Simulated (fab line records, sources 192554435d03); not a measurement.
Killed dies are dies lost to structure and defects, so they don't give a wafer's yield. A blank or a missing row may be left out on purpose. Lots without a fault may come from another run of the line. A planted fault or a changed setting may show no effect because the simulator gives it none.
Chamber matching | flow n5_finfet | N5_MIM_TOP_ALD_00 on ald_hk-03: 4 sister chambers
The step deposits Al2O3, purge time 3 s, co reactant pulse time 3 s. 4 wafers are shown with their chamber, then 7 later ones without.

WAFERS WITH THEIR CHAMBER
wafer  | chamber | precursor_pulse_height_rel
L090.4 | 3       | 0.990
L090.6 | 2       | 1.029
L086.3 | 0       | 0.983
L086.4 | 1       | 1.008

WAFERS WITHOUT THEIR CHAMBER
wafer  | precursor_pulse_height_rel
L086.5 | 1.009
L093.1 | 0.987
L093.2 | 0.993
L093.4 | 1.020
L096.1 | 1.049
L096.2 | 0.965
L096.4 | 1.005

WHICH CHAMBER EACH WENT THROUGH
wafer  | from the rows above               | in truth
L086.5 | can't be placed: 1 or 3 or 2      | 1
L093.1 | can't be placed: 3 or 0 or 1      | 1
L093.2 | can't be placed: 3 or 0 or 1      | 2
L093.4 | can't be placed: 2 or 1 or 3      | 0
L096.1 | can't be placed: 2 or 1           | 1
L096.2 | can't be placed: 0 or 3           | 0
L096.4 | can't be placed: 1 or 3 or 0 or 2 | 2
Placed correctly: 0 of 7. Can't be placed from these rows: 7 (the true chamber is among the candidates in 5). Placed wrongly: 0.
How it was worked out, from the rows above alone: a wafer's distance from a chamber is the root of the sum, over the readings, of the square of ((its reading less the chamber's mean) divided by the reading's scatter). The wafer belongs to the nearest chamber; if the next one is less than 2 further off, it can't be placed. A chamber's mean is the mean of its shown wafers. The scatter: with one shown wafer a chamber, the root of the mean of the squares of how far each hidden wafer lies from its nearest shown one.
